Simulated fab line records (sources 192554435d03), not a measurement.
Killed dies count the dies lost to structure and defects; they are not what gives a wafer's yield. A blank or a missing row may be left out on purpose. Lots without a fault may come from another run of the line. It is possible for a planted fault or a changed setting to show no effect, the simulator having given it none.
Which tool was responsible? | flow n5 finfet | Sampling: 10 lots, 28 wafers, 6 of 1938 route steps

WHAT EACH GAUGE READ, for each wafer
N5_BEOL_M4_RC_MEAS_101.
lot  | measured     | on        | DIBL_N (mV/V)
L879 | day 8 15:54  | prober-02 | 34.8 35.0 33.1
L885 | day 10 10:59 | prober-01 | 35.8 36.7
L886 | day 10 10:04 | prober-01 | 35.4 37.0
L893 | day 11 20:48 | prober-02 | 38.6 33.9 39.1
L895 | day 12 05:58 | prober-01 | 33.1 32.3 33.5
L894 | day 12 14:50 | prober-01 | 37.6 35.6 38.4
L897 | day 12 22:39 | prober-01 | 36.2 37.5 37.8
L899 | day 13 15:49 | prober-01 | 40.6 38.2 36.6
L901 | day 14 14:02 | prober-02 | 38.0 36.1 36.0
L900 | day 14 15:19 | prober-01 | 35.5 32.7 35.4

TOOL THAT RAN EACH LOT (tool first, then ch and the chambers of the sampled wafers, then the start)
lot  | N5_BEOL_M0_SPUTTER_134       | N5_BEOL_M0_ANNEAL_135        | N5_BEOL_M0_ECD_118             | N5_BEOL_M0_ANNEAL_119            | N5_BEOL_M0_CMP_120
L879 | pvd sputter-02, day 6 11:54  | pvd sputter-02, day 6 11:59  | ecd cu-01 ch 0,1, day 6 12:10  | rtp anneal-02 ch 0, day 6 12:31  | cmp-01 ch 0,1,2, day 6 12:46
L885 | pvd sputter-02, day 8 01:56  | pvd sputter-02, day 8 02:01  | ecd cu-01 ch 0,1, day 8 02:11  | rtp anneal-02 ch 0, day 8 02:38  | cmp-02 ch 1,2, day 8 02:58
L886 | pvd sputter-01, day 8 05:12  | pvd sputter-01, day 8 05:17  | ecd cu-01 ch 0,1, day 8 05:26  | rtp anneal-02 ch 0, day 8 05:34  | cmp-02 ch 2,3, day 8 05:53
L893 | pvd sputter-02, day 10 01:26 | pvd sputter-02, day 10 01:31 | ecd cu-02 ch 0,1, day 10 01:41 | rtp anneal-01 ch 0, day 10 01:48 | cmp-01 ch 1,2, day 10 02:32
L895 | pvd sputter-02, day 10 05:20 | pvd sputter-02, day 10 05:25 | ecd cu-02 ch 0,1, day 10 05:35 | rtp anneal-02 ch 0, day 10 05:45 | cmp-04 ch 0,1, day 10 06:01
L894 | pvd sputter-02, day 10 08:14 | pvd sputter-02, day 10 08:19 | ecd cu-02 ch 0,1, day 10 08:28 | rtp anneal-01 ch 0, day 10 08:33 | cmp-02 ch 0,1, day 10 08:53
L897 | pvd sputter-03, day 10 18:35 | pvd sputter-03, day 10 18:40 | ecd cu-02 ch 0,1, day 10 18:51 | rtp anneal-01 ch 0, day 10 19:00 | cmp-04 ch 2,3, day 10 19:13
L899 | pvd sputter-02, day 11 07:55 | pvd sputter-02, day 11 07:59 | ecd cu-01 ch 0,1, day 11 08:09 | rtp anneal-01 ch 0, day 11 08:14 | cmp-04 ch 1,2,3, day 11 08:36
L901 | pvd sputter-01, day 11 17:32 | pvd sputter-01, day 11 17:37 | ecd cu-01 ch 0,1, day 11 17:46 | rtp anneal-01 ch 0, day 11 17:52 | cmp-02 ch 0,1,2, day 11 18:13
L900 | pvd sputter-03, day 11 20:11 | pvd sputter-03, day 11 20:16 | ecd cu-01 ch 0,1, day 11 20:26 | rtp anneal-02 ch 0, day 11 20:31 | cmp-02 ch 0,1,3, day 11 20:49
- N5_BEOL_M0_SPUTTER_134: material Cu, target thk 4 nm, time 7.37 s.
- N5_BEOL_M0_ANNEAL_135: time 60 s.
- N5_BEOL_M0_ECD_118: material Cu, target thk 300 nm.
- N5_BEOL_M0_ANNEAL_119: time 90 s.
- N5_BEOL_M0_CMP_120: polishes, stops on SiOC, t overpolish 6.9 s.

THE ANSWER, worked out from the rows above alone
Rule: the lots themselves supply what counts as usual. The widest of any qualifying gaps counts: lots, ordered by their means at a reading, are off when they make up no more than a third of the lots, leave a main group of 4 or more, and stand apart from it by 3 or more times the standard deviation of that group's means. A main group is skipped when, at the precision printed for the reading in the tables above, its means are all equal. Also off: a lot with no number at a reading for which 4 or more lots have one. The other lots that the step has rows for count as sound.
No lot is off on any of the readings shown, so nothing can be concluded from this.

WHAT WAS PUT IN BY THE SIMULATOR
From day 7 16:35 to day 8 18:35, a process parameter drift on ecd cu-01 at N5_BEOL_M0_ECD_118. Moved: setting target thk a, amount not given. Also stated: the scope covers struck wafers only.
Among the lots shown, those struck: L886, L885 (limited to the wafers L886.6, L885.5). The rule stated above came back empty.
